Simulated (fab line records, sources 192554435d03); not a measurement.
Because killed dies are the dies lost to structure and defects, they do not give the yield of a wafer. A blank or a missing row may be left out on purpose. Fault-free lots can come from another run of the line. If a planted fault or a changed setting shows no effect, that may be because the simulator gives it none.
fab line records	flow n5Finfet
record lots=24	wafers=72	lastDay=17
route steps=1938 shown BEOL_M1@816 BEOL_M2@866
lots untouched by any fault: they come from a run of this same line in which no faults occurred
startH: the number of hours between the record's first day and the start of the first shown wafer of the lot	waitH: hours since the lot's step before	" as in the row above	L1.1+2: several wafers, shown together as one row	- either no value or no given start	* or withheld: withheld	< > ~ a bound
route shown NAME@n: a module of which the file shows steps, and the number in the route of the first	usual: mean/standard deviation taken from wafers without a fault	same: alike in all rows	chamber/n: place in a boat	sites: per-site readings	_std_site: their standard deviation	_edge_site: inner sites' mean taken away from outer sites' mean	radiusMm: for every site, how far away it sits from the centre of the wafer	mask NAME#n: copy n	behind: tool/chamber where the wafer was last shaped	hold: what put the lot on hold/how long, in hours/how the hold closed	device: names the non-switching transistor (n, p or np)	end of line: at the end of the route, the tests of the same wafers	where a step has no rows: the recipe by itself	killed: dies lost to structure and defects at the first sort, not the wafer's yield	map: the dies of a wafer, with x for killed, . for not killed, _ for no die there
set.NAME: the setting as run; set.NAME@STEP: as run at that earlier step	model.NAME: the simulator's own value behind a step, which no gauge read
route steps across a sampled set of lots; one table per step, one row per wafer
services: the hour from which a tool's chamber was out of use, counted from the record's first day as startH (under 0 if before that day), plus the number of hours and why
## steps
# step N5_BEOL_M1_SPUTTER_79
# recipe material=Cu	targetThkA=45	tempC=-20	chamberPressurePa=0.07	powerW=withheld	timeS=8.29
# usual substrateTempC=-20.00/0.11	throttleValvePct=29.7/0.96
lot.wafer	tool	chamber	startH	waitH	substrateTempC	throttleValvePct
L074.1	pvdSputter-03	-	132.23	0.1	-20.17	28.9
L074.4	"	-	"	"	-20.06	29.2
L074.6	"	-	"	"	-19.92	28.7
L075.1	pvdSputter-03	-	134.53	0.1	-20.06	28.9
L075.4	"	-	"	"	-19.95	31.9
L075.6	"	-	"	"	-20.02	29.5
L076.2	pvdSputter-03	-	137.83	0.1	-19.90	28.4
L076.3	"	-	"	"	-20.01	31.4
L076.4	"	-	"	"	-19.96	29.5
L077.2	pvdSputter-03	-	144.93	0.1	-20.05	29.0
L077.3	"	-	"	"	-20.14	29.4
L077.5	"	-	"	"	-20.00	29.3
L078.1	pvdSputter-02	-	150.44	0.1	-20.02	31.2
L078.2	"	-	"	"	-20.03	30.2
L078.3	"	-	"	"	-20.12	29.1
L079.3	pvdSputter-03	-	158.28	0.1	-19.89	29.1
L079.4	"	-	"	"	-20.07	28.9
L079.5	"	-	"	"	-20.12	29.3
L080.2	pvdSputter-03	-	160.20	0.1	-20.08	31.3
L080.3	"	-	"	"	-20.09	29.0
L080.6	"	-	"	"	-20.00	29.2
L081.2	pvdSputter-02	-	172.29	0.1	-20.00	30.3
L081.3	"	-	"	"	-19.92	31.1
L081.4	"	-	"	"	-19.94	29.2
L082.1	pvdSputter-03	-	175.98	0.1	-20.04	31.6
L082.4	"	-	"	"	-20.00	28.8
L082.5	"	-	"	"	-19.67	29.4
L083.1	pvdSputter-03	-	181.04	0.1	-19.89	28.8
L083.5	"	-	"	"	-19.91	28.8
L083.6	"	-	"	"	-20.00	31.7
L084.1	pvdSputter-03	-	187.71	0.1	-20.00	29.0
L084.2	"	-	"	"	-19.99	28.8
L084.4	"	-	"	"	-19.78	31.7
L086.1	pvdSputter-02	-	205.83	0.1	-20.01	29.8
L086.2	"	-	"	"	-20.24	30.1
L086.4	"	-	"	"	-19.96	31.1
L085.3	pvdSputter-01	-	206.66	0.1	-20.03	29.5
L085.4	"	-	"	"	-20.03	29.8
L085.5	"	-	"	"	-20.04	29.5
L087.2	pvdSputter-02	-	215.56	0.1	-19.89	29.0
L087.4	"	-	"	"	-20.13	29.7
L087.5	"	-	"	"	-19.95	29.2
L088.3	pvdSputter-03	-	218.84	0.1	-20.13	29.4
L088.4	"	-	"	"	-19.92	29.3
L088.5	"	-	"	"	-19.84	31.4
L089.1	pvdSputter-03	-	221.28	0.1	-20.06	29.2
L089.2	"	-	"	"	-20.19	31.5
L089.6	"	-	"	"	-20.06	29.6
L090.1	pvdSputter-01	-	226.55	0.1	-19.99	28.1
L090.4	"	-	"	"	-20.11	30.0
L090.5	"	-	"	"	-20.06	30.1
L091.3	pvdSputter-02	-	226.89	0.1	-20.18	29.2
L091.4	"	-	"	"	-19.96	30.2
L091.5	"	-	"	"	-20.11	29.3
L092.1	pvdSputter-02	-	232.25	0.1	-20.09	30.4
L092.2	"	-	"	"	-19.87	30.9
L092.5	"	-	"	"	-19.89	30.1
L093.3	pvdSputter-01	-	249.86	0.1	-19.99	29.3
L093.4	"	-	"	"	-19.93	30.1
L093.6	"	-	"	"	-19.90	30.0
L094.1	pvdSputter-03	-	252.92	0.1	-20.08	28.8
L094.4	"	-	"	"	-20.06	29.4
L094.5	"	-	"	"	-19.93	28.8
L095.1	pvdSputter-02	-	260.97	0.1	-20.01	29.6
L095.4	"	-	"	"	-20.07	29.3
L095.6	"	-	"	"	-20.01	29.8
L096.3	pvdSputter-02	-	264.65	0.1	-20.04	29.2
L096.5	"	-	"	"	-19.88	30.4
L096.6	"	-	"	"	-20.16	29.6
L097.1	pvdSputter-03	-	268.46	0.1	-20.13	31.8
L097.2	"	-	"	"	-19.92	28.6
L097.5	"	-	"	"	-20.06	31.4
# step N5_BEOL_M1_SPUTTER_90
# recipe material=Cu	targetThkA=45	tempC=-20	chamberPressurePa=0.07	powerW=withheld	timeS=8.29
# usual substrateTempC=-19.99/0.1	throttleValvePct=29.7/0.95
lot.wafer	tool	chamber	startH	waitH	substrateTempC	throttleValvePct
L074.1	pvdSputter-03	-	133.11	0.1	-19.97	28.8
L074.4	"	-	"	"	-19.93	29.4
L074.6	"	-	"	"	-19.87	28.8
L075.1	pvdSputter-03	-	135.41	0.1	-20.10	28.9
L075.4	"	-	"	"	-19.92	31.5
L075.6	"	-	"	"	-20.06	28.9
L076.2	pvdSputter-03	-	138.71	0.1	-20.00	28.9
L076.3	"	-	"	"	-20.13	31.6
L076.4	"	-	"	"	-20.15	29.6
L077.2	pvdSputter-03	-	145.81	0.1	-20.11	29.1
L077.3	"	-	"	"	-20.05	29.6
L077.5	"	-	"	"	-19.97	28.8
L078.1	pvdSputter-02	-	151.32	0.1	-19.88	31.2
L078.2	"	-	"	"	-19.97	30.3
L078.3	"	-	"	"	-19.81	29.2
L079.3	pvdSputter-03	-	159.16	0.1	-20.21	29.1
L079.4	"	-	"	"	-19.96	29.1
L079.5	"	-	"	"	-19.80	29.0
L080.2	pvdSputter-03	-	161.08	0.1	-20.09	31.5
L080.3	"	-	"	"	-20.08	29.0
L080.6	"	-	"	"	-20.00	29.4
L081.2	pvdSputter-02	-	173.17	0.1	-19.96	30.4
L081.3	"	-	"	"	-19.96	31.1
L081.4	"	-	"	"	-20.05	29.3
L082.1	pvdSputter-03	-	176.86	0.1	-20.10	31.5
L082.4	"	-	"	"	-19.93	28.9
L082.5	"	-	"	"	-20.06	29.4
L083.1	pvdSputter-03	-	181.92	0.1	-19.84	28.9
L083.5	"	-	"	"	-19.87	29.0
L083.6	"	-	"	"	-19.94	31.4
L084.1	pvdSputter-03	-	188.59	0.1	-19.94	28.7
L084.2	"	-	"	"	-20.05	28.9
L084.4	"	-	"	"	-20.11	31.5
L086.1	pvdSputter-02	-	206.71	0.1	-19.98	29.9
L086.2	"	-	"	"	-19.85	30.0
L086.4	"	-	"	"	-20.07	31.1
L085.3	pvdSputter-01	-	207.54	0.1	-20.06	29.4
L085.4	"	-	"	"	-19.83	30.0
L085.5	"	-	"	"	-20.03	29.5
L087.2	pvdSputter-02	-	216.44	0.1	-20.02	29.4
L087.4	"	-	"	"	-20.17	29.6
L087.5	"	-	"	"	-19.98	29.2
L088.3	pvdSputter-03	-	219.72	0.1	-19.96	29.3
L088.4	"	-	"	"	-20.14	28.7
L088.5	"	-	"	"	-20.18	31.5
L089.1	pvdSputter-03	-	222.16	0.1	-19.90	29.4
L089.2	"	-	"	"	-20.00	31.7
L089.6	"	-	"	"	-19.99	29.2
L090.1	pvdSputter-01	-	227.43	0.1	-20.17	28.2
L090.4	"	-	"	"	-20.07	30.1
L090.5	"	-	"	"	-19.97	30.0
L091.3	pvdSputter-02	-	227.77	0.1	-19.82	29.0
L091.4	"	-	"	"	-19.91	30.3
L091.5	"	-	"	"	-19.93	29.2
L092.1	pvdSputter-02	-	233.13	0.1	-20.15	30.4
L092.2	"	-	"	"	-20.09	31.4
L092.5	"	-	"	"	-20.07	30.4
L093.3	pvdSputter-01	-	250.74	0.1	-19.85	29.5
L093.4	"	-	"	"	-19.97	29.7
L093.6	"	-	"	"	-20.09	30.0
L094.1	pvdSputter-03	-	253.80	0.1	-20.15	28.9
L094.4	"	-	"	"	-19.97	29.1
L094.5	"	-	"	"	-20.04	29.1
L095.1	pvdSputter-02	-	261.85	0.1	-20.15	29.7
L095.4	"	-	"	"	-20.10	29.1
L095.6	"	-	"	"	-20.21	29.8
L096.3	pvdSputter-02	-	265.53	0.1	-19.98	29.4
L096.5	"	-	"	"	-19.94	29.9
L096.6	"	-	"	"	-19.84	29.7
L097.1	pvdSputter-03	-	269.34	0.1	-20.02	31.3
L097.2	"	-	"	"	-19.87	28.8
L097.5	"	-	"	"	-19.99	31.4
# step N5_BEOL_M1_ANNEAL_91
# recipe tempC=400	timeS=240	ambient=vacuum
# usual heaterPowerW=814/65
lot.wafer	tool	chamber	startH	waitH	heaterPowerW
L074.1	pvdSputter-03	-	133.19	0.0	797
L074.4	"	-	"	"	717
L074.6	"	-	"	"	753
L075.1	pvdSputter-03	-	135.49	0.0	791
L075.4	"	-	"	"	831
L075.6	"	-	"	"	799
L076.2	pvdSputter-03	-	138.79	0.0	768
L076.3	"	-	"	"	840
L076.4	"	-	"	"	700
L077.2	pvdSputter-03	-	145.89	0.0	803
L077.3	"	-	"	"	703
L077.5	"	-	"	"	798
L078.1	pvdSputter-02	-	151.40	0.0	910
L078.2	"	-	"	"	887
L078.3	"	-	"	"	808
L079.3	pvdSputter-03	-	159.24	0.0	797
L079.4	"	-	"	"	814
L079.5	"	-	"	"	706
L080.2	pvdSputter-03	-	161.16	0.0	839
L080.3	"	-	"	"	816
L080.6	"	-	"	"	719
L081.2	pvdSputter-02	-	173.25	0.0	898
L081.3	"	-	"	"	881
L081.4	"	-	"	"	800
L082.1	pvdSputter-03	-	176.94	0.0	841
L082.4	"	-	"	"	758
L082.5	"	-	"	"	715
L083.1	pvdSputter-03	-	182.00	0.0	785
L083.5	"	-	"	"	817
L083.6	"	-	"	"	847
L084.1	pvdSputter-03	-	188.67	0.0	800
L084.2	"	-	"	"	752
L084.4	"	-	"	"	826
L086.1	pvdSputter-02	-	206.79	0.0	887
L086.2	"	-	"	"	902
L086.4	"	-	"	"	897
L085.3	pvdSputter-01	-	207.62	0.0	774
L085.4	"	-	"	"	782
L085.5	"	-	"	"	789
L087.2	pvdSputter-02	-	216.52	0.0	804
L087.4	"	-	"	"	883
L087.5	"	-	"	"	795
L088.3	pvdSputter-03	-	219.80	0.0	715
L088.4	"	-	"	"	795
L088.5	"	-	"	"	841
L089.1	pvdSputter-03	-	222.24	0.0	700
L089.2	"	-	"	"	846
L089.6	"	-	"	"	697
L090.1	pvdSputter-01	-	227.51	0.0	851
L090.4	"	-	"	"	901
L090.5	"	-	"	"	895
L091.3	pvdSputter-02	-	227.85	0.0	798
L091.4	"	-	"	"	923
L091.5	"	-	"	"	810
L092.1	pvdSputter-02	-	233.21	0.0	901
L092.2	"	-	"	"	885
L092.5	"	-	"	"	892
L093.3	pvdSputter-01	-	250.82	0.0	795
L093.4	"	-	"	"	751
L093.6	"	-	"	"	901
L094.1	pvdSputter-03	-	253.88	0.0	803
L094.4	"	-	"	"	713
L094.5	"	-	"	"	796
L095.1	pvdSputter-02	-	261.93	0.0	889
L095.4	"	-	"	"	801
L095.6	"	-	"	"	894
L096.3	pvdSputter-02	-	265.61	0.0	811
L096.5	"	-	"	"	910
L096.6	"	-	"	"	883
L097.1	pvdSputter-03	-	269.42	0.0	831
L097.2	"	-	"	"	736
L097.5	"	-	"	"	852
# step N5_BEOL_M1_SPUTTER_92
# recipe material=Cu	targetThkA=45	tempC=-20	chamberPressurePa=0.07	powerW=withheld	timeS=8.29
# usual substrateTempC=-19.99/0.098	throttleValvePct=29.8/0.95
lot.wafer	tool	chamber	startH	waitH	substrateTempC	throttleValvePct
L074.1	pvdSputter-03	-	133.33	0.1	-19.97	29.0
L074.4	"	-	"	"	-20.07	29.3
L074.6	"	-	"	"	-19.93	28.9
L075.1	pvdSputter-03	-	135.63	0.1	-19.91	28.8
L075.4	"	-	"	"	-19.84	31.5
L075.6	"	-	"	"	-19.99	29.0
L076.2	pvdSputter-03	-	138.93	0.1	-19.80	28.7
L076.3	"	-	"	"	-19.95	31.5
L076.4	"	-	"	"	-20.07	29.3
L077.2	pvdSputter-03	-	146.03	0.1	-20.03	28.7
L077.3	"	-	"	"	-20.01	29.5
L077.5	"	-	"	"	-19.94	29.1
L078.1	pvdSputter-02	-	151.54	0.1	-20.03	31.0
L078.2	"	-	"	"	-20.17	30.3
L078.3	"	-	"	"	-20.11	29.2
L079.3	pvdSputter-03	-	159.38	0.1	-20.00	28.9
L079.4	"	-	"	"	-19.90	28.7
L079.5	"	-	"	"	-20.01	29.4
L080.2	pvdSputter-03	-	161.30	0.1	-20.14	31.7
L080.3	"	-	"	"	-19.86	29.0
L080.6	"	-	"	"	-19.88	29.3
L081.2	pvdSputter-02	-	173.39	0.1	-19.99	30.5
L081.3	"	-	"	"	-19.93	31.1
L081.4	"	-	"	"	-20.17	29.3
L082.1	pvdSputter-03	-	177.08	0.1	-19.92	31.4
L082.4	"	-	"	"	-19.89	28.8
L082.5	"	-	"	"	-20.01	29.4
L083.1	pvdSputter-03	-	182.14	0.1	-20.02	29.2
L083.5	"	-	"	"	-20.01	29.1
L083.6	"	-	"	"	-19.81	31.6
L084.1	pvdSputter-03	-	188.81	0.1	-20.18	29.2
L084.2	"	-	"	"	-19.88	28.8
L084.4	"	-	"	"	-19.98	31.6
L086.1	pvdSputter-02	-	206.93	0.1	-20.00	30.1
L086.2	"	-	"	"	-19.90	30.4
L086.4	"	-	"	"	-20.00	31.1
L085.3	pvdSputter-01	-	207.76	0.1	-20.10	29.3
L085.4	"	-	"	"	-19.88	29.9
L085.5	"	-	"	"	-19.97	29.4
L087.2	pvdSputter-02	-	216.66	0.1	-19.92	29.2
L087.4	"	-	"	"	-19.88	29.6
L087.5	"	-	"	"	-19.98	29.5
L088.3	pvdSputter-03	-	219.94	0.1	-19.98	29.6
L088.4	"	-	"	"	-20.26	29.1
L088.5	"	-	"	"	-20.07	31.5
L089.1	pvdSputter-03	-	222.38	0.1	-20.09	29.1
L089.2	"	-	"	"	-20.11	31.4
L089.6	"	-	"	"	-19.83	29.2
L090.1	pvdSputter-01	-	227.65	0.1	-19.89	28.0
L090.4	"	-	"	"	-19.95	29.6
L090.5	"	-	"	"	-19.93	30.0
L091.3	pvdSputter-02	-	227.99	0.1	-19.84	29.6
L091.4	"	-	"	"	-19.87	30.4
L091.5	"	-	"	"	-19.94	29.0
L092.1	pvdSputter-02	-	233.35	0.1	-20.07	30.5
L092.2	"	-	"	"	-19.98	31.1
L092.5	"	-	"	"	-19.94	30.5
L093.3	pvdSputter-01	-	250.96	0.1	-20.08	29.2
L093.4	"	-	"	"	-19.96	29.8
L093.6	"	-	"	"	-19.85	30.0
L094.1	pvdSputter-03	-	254.02	0.1	-19.90	29.0
L094.4	"	-	"	"	-20.14	29.1
L094.5	"	-	"	"	-19.90	29.0
L095.1	pvdSputter-02	-	262.07	0.1	-20.02	29.8
L095.4	"	-	"	"	-20.00	29.2
L095.6	"	-	"	"	-20.06	29.7
L096.3	pvdSputter-02	-	265.75	0.1	-19.93	29.2
L096.5	"	-	"	"	-20.15	30.1
L096.6	"	-	"	"	-19.98	29.8
L097.1	pvdSputter-03	-	269.56	0.1	-19.88	31.7
L097.2	"	-	"	"	-20.09	28.9
L097.5	"	-	"	"	-20.00	31.6
# step N5_BEOL_M1_THK_MEAS_53
# recipe thkMeasGauge=xrf	reads=Cu_of_BEOL_M1_ECD_50
# usual M1_THK=40.2/1.5
lot.wafer	tool	chamber	startH	waitH	M1_THK[nm]
L074.1	filmMetro-02	-	134.56	-	39.1
L074.4	"	-	"	"	41.8
L074.6	"	-	"	"	41.0
L075.1	filmMetro-02	-	136.86	-	39.3
L075.4	"	-	"	"	40.3
L075.6	"	-	"	"	40.3
L076.2	filmMetro-02	-	140.16	-	40.0
L076.3	"	-	"	"	37.2
L076.4	"	-	"	"	41.6
L077.2	filmMetro-02	-	147.28	-	40.1
L077.3	"	-	"	"	40.0
L077.5	"	-	"	"	39.8
L078.1	filmMetro-02	-	152.76	-	38.5
L078.2	"	-	"	"	37.8
L078.3	"	-	"	"	38.1
L079.3	filmMetro-02	-	160.61	-	37.5
L079.4	"	-	"	"	41.0
L079.5	"	-	"	"	38.9
L080.2	filmMetro-01	-	162.53	-	38.8
L080.3	"	-	"	"	41.2
L080.6	"	-	"	"	41.4
L081.2	filmMetro-01	-	174.76	-	39.5
L081.3	"	-	"	"	41.3
L081.4	"	-	"	"	41.9
L082.1	filmMetro-02	-	178.30	-	40.5
L082.4	"	-	"	"	43.7
L082.5	"	-	"	"	41.4
L083.1	filmMetro-01	-	183.37	-	39.8
L083.5	"	-	"	"	40.9
L083.6	"	-	"	"	41.9
L084.1	filmMetro-02	-	190.03	-	38.7
L084.2	"	-	"	"	41.6
L084.4	"	-	"	"	40.2
L086.1	filmMetro-01	-	208.16	-	40.1
L086.2	"	-	"	"	41.0
L086.4	"	-	"	"	39.4
L085.3	filmMetro-01	-	209.17	-	39.4
L085.4	"	-	"	"	40.5
L085.5	"	-	"	"	41.2
L087.2	filmMetro-01	-	217.89	-	41.0
L087.4	"	-	"	"	43.0
L087.5	"	-	"	"	39.9
L088.3	filmMetro-01	-	221.26	-	40.7
L088.4	"	-	"	"	42.1
L088.5	"	-	"	"	42.1
L089.1	filmMetro-01	-	223.61	-	38.3
L089.2	"	-	"	"	40.4
L089.6	"	-	"	"	39.2
L090.1	filmMetro-01	-	229.04	-	36.9
L090.4	"	-	"	"	39.0
L090.5	"	-	"	"	41.0
L091.3	filmMetro-01	-	229.48	-	41.2
L091.4	"	-	"	"	41.0
L091.5	"	-	"	"	41.2
L092.1	filmMetro-01	-	234.84	-	40.5
L092.2	"	-	"	"	39.7
L092.5	"	-	"	"	42.5
L093.3	filmMetro-01	-	252.19	-	37.9
L093.4	"	-	"	"	39.4
L093.6	"	-	"	"	40.5
L094.1	filmMetro-01	-	255.24	-	40.4
L094.4	"	-	"	"	38.8
L094.5	"	-	"	"	40.5
L095.1	filmMetro-01	-	263.29	-	40.4
L095.4	"	-	"	"	44.0
L095.6	"	-	"	"	42.2
L096.3	filmMetro-01	-	266.98	-	39.3
L096.5	"	-	"	"	42.0
L096.6	"	-	"	"	40.2
L097.1	filmMetro-02	-	270.79	-	42.4
L097.2	"	-	"	"	42.4
L097.5	"	-	"	"	42.6
# step N5_BEOL_M2_CD_MEAS_18
# recipe pitchNm=36	targetCdNm=18
# usual cdNm=18.1/0.34
lot.wafer	tool	chamber	startH	waitH	cdNm
L074.1	cdSem-03	-	137.11	0.0	17.6
L074.4	"	-	"	"	17.5
L074.6	"	-	"	"	17.8
L075.1	cdSem-03	-	140.80	0.0	17.6
L075.4	"	-	"	"	18.2
L075.6	"	-	"	"	18.0
L076.2	cdSem-02	-	142.15	0.1	18.1
L076.3	"	-	"	"	18.3
L076.4	"	-	"	"	18.1
L077.2	cdSem-03	-	149.51	0.1	17.8
L077.3	"	-	"	"	18.0
L077.5	"	-	"	"	18.6
L078.1	cdSem-03	-	155.21	0.0	18.0
L078.2	"	-	"	"	18.1
L078.3	"	-	"	"	17.9
L079.3	cdSem-03	-	162.85	0.1	17.6
L079.4	"	-	"	"	18.4
L079.5	"	-	"	"	18.4
L080.2	cdSem-01	-	164.29	0.1	18.9
L080.3	"	-	"	"	18.2
L080.6	"	-	"	"	17.7
L081.2	cdSem-03	-	178.87	0.1	18.5
L081.3	"	-	"	"	18.2
L081.4	"	-	"	"	18.1
L082.1	cdSem-01	-	180.28	0.0	18.4
L082.4	"	-	"	"	18.0
L082.5	"	-	"	"	18.0
L083.1	cdSem-03	-	186.17	0.0	17.9
L083.5	"	-	"	"	18.0
L083.6	"	-	"	"	17.7
L084.1	cdSem-01	-	193.42	0.0	17.9
L084.2	"	-	"	"	18.0
L084.4	"	-	"	"	18.5
L086.1	cdSem-03	-	211.39	0.0	17.9
L086.2	"	-	"	"	17.9
L086.4	"	-	"	"	18.1
L085.3	cdSem-01	-	211.69	0.1	18.2
L085.4	"	-	"	"	18.3
L085.5	"	-	"	"	18.1
L087.2	cdSem-02	-	220.38	0.1	17.6
L087.4	"	-	"	"	17.4
L087.5	"	-	"	"	18.2
L088.3	cdSem-02	-	223.79	0.1	18.2
L088.4	"	-	"	"	18.1
L088.5	"	-	"	"	18.5
L089.1	cdSem-03	-	225.06	0.0	18.1
L089.2	"	-	"	"	17.9
L089.6	"	-	"	"	18.1
L090.1	cdSem-01	-	231.98	0.0	18.0
L090.4	"	-	"	"	18.7
L090.5	"	-	"	"	18.4
L091.3	cdSem-02	-	232.23	0.1	18.3
L091.4	"	-	"	"	18.2
L091.5	"	-	"	"	18.2
L092.1	cdSem-02	-	237.94	0.0	17.5
L092.2	"	-	"	"	17.7
L092.5	"	-	"	"	17.7
L093.3	cdSem-03	-	255.70	0.1	17.8
L093.4	"	-	"	"	18.4
L093.6	"	-	"	"	18.1
L094.1	cdSem-01	-	259.03	0.0	17.2
L094.4	"	-	"	"	17.5
L094.5	"	-	"	"	17.7
L095.1	cdSem-03	-	264.94	0.0	18.2
L095.4	"	-	"	"	18.3
L095.6	"	-	"	"	18.1
L096.3	cdSem-01	-	268.62	0.1	18.0
L096.5	"	-	"	"	18.7
L096.6	"	-	"	"	18.3
L097.1	cdSem-02	-	275.87	0.0	18.4
L097.2	"	-	"	"	18.5
L097.5	"	-	"	"	18.5
## services
tool	chamber	startH	hours	kind
pvdSputter-01	-	157.09	9.9	repair
## key
fault none
